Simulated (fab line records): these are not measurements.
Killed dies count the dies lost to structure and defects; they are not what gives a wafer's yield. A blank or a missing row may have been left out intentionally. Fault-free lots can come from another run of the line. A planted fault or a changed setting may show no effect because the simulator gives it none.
Which tool was responsible? | flow n5_finfet | 9 lots with 26 wafers sampled at 5 steps, on a route of 1938 steps

## WHAT THE GAUGES READ, wafer by wafer
No reading from a measuring or inspecting step in the record can be judged against a usual standard deviation.

## TOOL THAT RAN EACH LOT (tool first, then ch and the chambers of the sampled wafers, then the start)
lot  | N5_BEOL_M5_HM_OPEN_17             | N5_BEOL_M5_ETCH_75                 | N5_BEOL_M5_ETCH_67                 | N5_BEOL_M5_ETCH_68                 | N5_PASSIVATION_PROBE_49
L944 | rie_metal-02 ch 0,1, day 8 12:10  | rie_diel-04 ch 1,2,3, day 8 13:14  | rie_diel-04 ch 1,2,3, day 8 13:16  | rie_diel-04 ch 1,2,3, day 8 13:17  | prober-02, day 12 14:23
L945 | rie_metal-01 ch 0,1, day 8 12:19  | rie_diel-05 ch 0,1,2, day 8 13:39  | rie_diel-05 ch 0,1,2, day 8 13:40  | rie_diel-05 ch 0,1,2, day 8 13:42  | prober-01, day 12 06:30
L950 | rie_metal-01 ch 0, day 10 06:47   | rie_diel-04 ch 0,2, day 10 08:45   | rie_diel-04 ch 0,2, day 10 08:46   | rie_diel-04 ch 0,2, day 10 08:48   | prober-02, day 14 03:43
L957 | rie_metal-02 ch 0,1, day 11 19:02 | rie_diel-04 ch 1,2, day 11 19:39   | rie_diel-04 ch 1,2, day 11 19:40   | rie_diel-04 ch 1,2, day 11 19:41   | prober-02, day 16 00:10
L958 | rie_metal-01 ch 0,1, day 12 05:58 | rie_diel-03 ch 0,1, day 12 08:18   | rie_diel-03 ch 0,1, day 12 08:19   | rie_diel-03 ch 0,1, day 12 08:21   | prober-02, day 16 03:56
L959 | rie_metal-03 ch 0, day 12 09:50   | rie_diel-03 ch 0,2, day 12 11:20   | rie_diel-03 ch 0,2, day 12 11:22   | rie_diel-03 ch 0,2, day 12 11:23   | prober-02, day 17 05:29
L963 | rie_metal-03 ch 1, day 13 15:01   | rie_diel-03 ch 1,3, day 13 15:49   | rie_diel-03 ch 1,3, day 13 15:50   | rie_diel-03 ch 1,3, day 13 15:52   | prober-01, day 17 13:56
L964 | rie_metal-02 ch 0,1, day 13 21:19 | rie_diel-05 ch 0,2,3, day 13 22:14 | rie_diel-05 ch 0,2,3, day 13 22:14 | rie_diel-05 ch 0,2,3, day 13 22:16 | prober-02, day 18 06:49
L965 | rie_metal-01 ch 0, day 14 12:50   | rie_diel-05 ch 2,3, day 14 13:40   | rie_diel-05 ch 2,3, day 14 13:41   | rie_diel-05 ch 2,3, day 14 13:42   | prober-01, day 18 08:13
- N5_BEOL_M5_HM_OPEN_17: chemistry Cl2/BCl3, target TiN, target depth 20 nm, overetch 6 nm.
- N5_BEOL_M5_ETCH_75: etches underlayer in N2/H2, target depth 6.5 nm, time 5.2 s.
- N5_BEOL_M5_ETCH_67: etches SiARC in CF4, target depth 15.6 nm, time 26 s.
- N5_BEOL_M5_ETCH_68: etches SOC in N2/H2, target depth 80 nm, overetch 16 nm, time 120 s.
- N5_PASSIVATION_PROBE_49

## WHAT THE TOOLS THEMSELVES READ (means of the sampled wafers that have a number; where no wafer has one, the mark that the record gives instead)
N5_BEOL_M5_HM_OPEN_17.
lot  | tool         | drypump_motor_current_A (A) | oes_product_au (a.u.) | throttle_valve_pct (%)
L944 | rie_metal-02 | 5.74                        | 0.61                  | 22.45
L945 | rie_metal-01 | 5.45                        | 0.66                  | 22.04
L950 | rie_metal-01 | 5.35                        | 0.67                  | 22.07
L957 | rie_metal-02 | 5.72                        | 0.59                  | 22.48
L958 | rie_metal-01 | 5.54                        | 0.61                  | 22.06
L959 | rie_metal-03 | 5.53                        | 0.52                  | 22.49
L963 | rie_metal-03 | 5.61                        | 0.81                  | 22.27
L964 | rie_metal-02 | 5.71                        | 0.78                  | 22.09
L965 | rie_metal-01 | 5.32                        | 0.66                  | 22.07

N5_BEOL_M5_ETCH_75.
lot  | tool        | bias_w (W) | chamber_pressure_mTorr (mTorr) | drypump_motor_current_A (A) | etch_rf_on_time_s (s) | oes_product_au (a.u.) | rf_vpp_V (V) | showerhead_plenum_p_Torr (Torr) | throttle_valve_pct (%)
L944 | rie_diel-04 | 149.9      | 30.03                          | 5.8                         | 5.20                  | 0.63                  | 520.8        | 2.46                            | 18.0
L945 | rie_diel-05 | 150.0      | 29.99                          | 5.7                         | 5.30                  | 0.63                  | 522.4        | 2.53                            | 17.6
L950 | rie_diel-04 | 149.8      | 29.96                          | 5.5                         | 5.06                  | 0.60                  | 520.4        | 2.44                            | 18.0
L957 | rie_diel-04 | -          | -                              | -                           | -                     | -                     | -            | -                               | -
L958 | rie_diel-03 | -          | -                              | -                           | -                     | -                     | -            | -                               | -
L959 | rie_diel-03 | -          | -                              | -                           | -                     | -                     | -            | -                               | -
L963 | rie_diel-03 | 150.4      | 30.01                          | 5.2                         | 5.09                  | 0.73                  | 525.1        | 2.58                            | 18.0
L964 | rie_diel-05 | 149.8      | 30.05                          | 5.4                         | 5.14                  | 0.76                  | 523.7        | 2.54                            | 17.2
L965 | rie_diel-05 | 150.2      | 30.01                          | 5.5                         | 5.14                  | 0.79                  | 524.7        | 2.55                            | 17.1

N5_BEOL_M5_ETCH_67.
lot  | tool        | bias_w (W) | cf4_flow_sccm (sccm) | drypump_motor_current_A (A) | etch_rf_on_time_s (s) | oes_product_au (a.u.) | rf_vpp_V (V) | showerhead_plenum_p_Torr (Torr) | throttle_valve_pct (%)
L944 | rie_diel-04 | 36.04      | 100.02               | 5.8                         | 25.8                  | 0.63                  | 182.9        | 2.08                            | 15.72
L945 | rie_diel-05 | 36.10      | 99.90                | 5.7                         | 26.8                  | 0.64                  | 183.5        | 2.13                            | 15.37
L950 | rie_diel-04 | 36.02      | 100.08               | 5.5                         | 25.4                  | 0.61                  | 183.2        | 2.06                            | 15.70
L957 | rie_diel-04 | 36.10      | 99.88                | 5.4                         | 25.8                  | 0.60                  | 182.0        | 2.07                            | 15.76
L958 | rie_diel-03 | 36.13      | 99.95                | 5.2                         | 25.8                  | 0.73                  | 185.2        | 2.19                            | 15.66
L959 | rie_diel-03 | 36.07      | 99.68                | 6.3                         | 25.6                  | 0.69                  | 183.7        | 2.17                            | 15.51
L963 | rie_diel-03 | 35.85      | 99.89                | 5.2                         | 25.4                  | 0.73                  | 183.6        | 2.17                            | 15.66
L964 | rie_diel-05 | 36.01      | 99.87                | 5.5                         | 25.7                  | 0.77                  | 183.5        | 2.15                            | 15.06
L965 | rie_diel-05 | 35.99      | 100.38               | 5.5                         | 25.3                  | 0.80                  | 184.4        | 2.15                            | 15.03

N5_BEOL_M5_ETCH_68.
lot  | tool        | bias_w (W) | chamber_pressure_mTorr (mTorr) | drypump_motor_current_A (A) | oes_product_au (a.u.) | rf_vpp_V (V) | showerhead_plenum_p_Torr (Torr) | throttle_valve_pct (%)
L944 | rie_diel-04 | 150.1      | 29.978                         | 5.8                         | 0.56                  | 521.8        | 2.46                            | 17.9
L945 | rie_diel-05 | 149.6      | 30.020                         | 5.7                         | 0.58                  | 523.1        | 2.53                            | 17.5
L950 | rie_diel-04 | 149.7      | 30.000                         | 5.5                         | 0.54                  | 521.1        | 2.44                            | 17.9
L957 | rie_diel-04 | 150.0      | 29.999                         | 5.4                         | 0.54                  | 521.4        | 2.44                            | 18.0
L958 | rie_diel-03 | 150.1      | 29.993                         | 5.2                         | 0.65                  | 526.7        | 2.62                            | 18.0
L959 | rie_diel-03 | 150.3      | 30.009                         | 6.3                         | 0.61                  | 526.1        | 2.57                            | 17.6
L963 | rie_diel-03 | 150.2      | 29.993                         | 5.2                         | 0.65                  | 525.0        | 2.58                            | 18.0
L964 | rie_diel-05 | 149.9      | 29.993                         | 5.4                         | 0.68                  | 524.2        | 2.54                            | 17.1
L965 | rie_diel-05 | 149.8      | 29.995                         | 5.5                         | 0.70                  | 524.2        | 2.55                            | 17.1

N5_PASSIVATION_PROBE_49.
lot  | tool      | defect_limited_yield (%) | killed_at_M0_to_M3 | killed_at_M4_up | killed_at_contacts | killed_at_front_end | killed_at_other | killed_dies | killed_on_rim | killed_open | killed_short | sort_bin_5_function (%) | sort_bin_6_memory (%) | sort_n_pass | sort_yield_pct (%)
L944 | prober-02 | 92.2                     | 34                 | 14              | 7                  | 36                  | 0.7             | 92          | 12            | 61          | 28           | 4.6                     | 2.7                   | 1088        | 92.2
L945 | prober-01 | 92.3                     | 28                 | 10              | 13                 | 32                  | 8.0             | 91          | 14            | 62          | 25           | 4.2                     | 3.1                   | 1089        | 92.3
L950 | prober-02 | 91.1                     | 32                 | 14              | 17                 | 41                  | 1.3             | 105         | 12            | 75          | 26           | 5.5                     | 3.1                   | 1075        | 91.1
L957 | prober-02 | 91.7                     | 35                 | 9               | 12                 | 37                  | 5.7             | 98          | 8             | 63          | 35           | 4.6                     | 3.3                   | 1082        | 91.7
L958 | prober-02 | 91.2                     | 32                 | 9               | 14                 | 49                  | 2.0             | 105         | 16            | 70          | 31           | 5.3                     | 3.2                   | 1075        | 91.2
L959 | prober-02 | 93.9                     | 19                 | 9               | 14                 | 28                  | 1.0             | 72          | 9             | 47          | 20           | 3.3                     | 2.5                   | 1108        | 93.9
L963 | prober-01 | 89.1                     | 30                 | 11              | 22                 | 62                  | 4.0             | 128         | 14            | 82          | 37           | 6.1                     | 3.9                   | 1052        | 89.1
L964 | prober-02 | 91.8                     | 32                 | 15              | 7                  | 38                  | 5.0             | 97          | 11            | 58          | 36           | 5.4                     | 2.4                   | 1083        | 91.8
L965 | prober-01 | 91.5                     | 21                 | 14              | 16                 | 48                  | 1.7             | 101         | 13            | 68          | 28           | 5.3                     | 3.1                   | 1079        | 91.5

## THE ANSWER, worked out from the rows above alone
Rule: usual is defined by the lots themselves. Put in order of their means at a reading, lots are off if they are a third of the lots or fewer, leave a main group of 4 or more, and stand apart from it by a gap of 3 or more times the standard deviation of the main group's means; of several such gaps the widest counts. A main group is skipped when, at the precision printed for the reading in the tables above, its means are all equal. A lot without any number at a reading at which 4 lots or more have one is off too. All remaining lots with rows at the step are treated as sound. After the gauges, taken in route order, come the tools' own readings; for these a lot's mean is taken, as printed above. The first step at which some lot is off is used, and at that step the reading that is off furthest; a lot without a number counts as furthest.
Off: L957, L958, L959, at N5_BEOL_M5_ETCH_75 (bias_w). Without a number there: L957, L958, L959. For the main group the mean is 150.0 W and the standard deviation 0.22.
If a tool, at that step or one of the process steps before it, ran each lot that is off and ran no sound lot following the first of them, it fits. Of those tried, none fits.

## WHAT HAD BEEN PUT IN BY THE SIMULATOR
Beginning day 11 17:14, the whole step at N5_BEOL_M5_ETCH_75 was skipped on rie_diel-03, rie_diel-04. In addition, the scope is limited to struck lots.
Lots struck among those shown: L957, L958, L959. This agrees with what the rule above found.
